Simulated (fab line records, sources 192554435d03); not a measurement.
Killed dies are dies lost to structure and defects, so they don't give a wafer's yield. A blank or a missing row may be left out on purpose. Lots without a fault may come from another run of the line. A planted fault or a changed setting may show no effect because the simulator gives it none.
Chamber matching | flow n5_finfet | N5_MOL_CONTACT_COAG_STRIP_98 on rie_diel-03: 4 sister chambers
The step strips in N2/H2. 8 wafers are shown with their chamber, then 12 later ones without.

WAFERS WITH THEIR CHAMBER
wafer  | chamber | drypump_motor_current_A (A) | throttle_valve_pct (%)
L083.1 | 3       | 6.0                         | 18.4
L085.6 | 1       | 5.5                         | 19.1
L086.1 | 2       | 5.0                         | 19.7
L086.3 | 0       | 5.2                         | 18.4
L086.4 | 3       | 5.9                         | 18.4
L087.2 | 1       | 5.5                         | 19.1
L087.3 | 0       | 5.2                         | 18.5
L087.5 | 2       | 5.0                         | 19.7

WAFERS WITHOUT THEIR CHAMBER
wafer  | drypump_motor_current_A (A) | throttle_valve_pct (%)
L089.1 | 5.3                         | 18.5
L089.2 | 5.9                         | 18.5
L089.3 | 5.0                         | 19.7
L089.4 | 5.5                         | 19.1
L089.5 | 5.5                         | 19.0
L089.6 | 5.0                         | 19.7
L092.3 | 5.0                         | 19.8
L092.4 | 5.9                         | 18.5
L092.6 | 5.2                         | 18.5
L096.1 | 6.0                         | 18.5
L096.5 | 5.0                         | 19.8
L096.6 | 5.5                         | 19.1

WHICH CHAMBER EACH WENT THROUGH
wafer  | from the rows above | in truth
L089.1 | 0                   | 0
L089.2 | 3                   | 3
L089.3 | 2                   | 2
L089.4 | 1                   | 1
L089.5 | 1                   | 1
L089.6 | 2                   | 2
L092.3 | 2                   | 2
L092.4 | 3                   | 3
L092.6 | 0                   | 0
L096.1 | 3                   | 3
L096.5 | 2                   | 2
L096.6 | 1                   | 1
Placed correctly: 12 of 12. Can't be placed from these rows: 0. Placed wrongly: 0.
How it was worked out, from the rows above alone: a wafer's distance from a chamber is the root of the sum, over the readings, of the square of ((its reading less the chamber's mean) divided by the reading's scatter). The wafer belongs to the nearest chamber; if the next one is less than 2 further off, it can't be placed. A chamber's mean is the mean of its shown wafers. The scatter: the root of (the sum of the squares of (reading less its chamber's mean) over the shown wafers, divided by (wafers less chambers)).
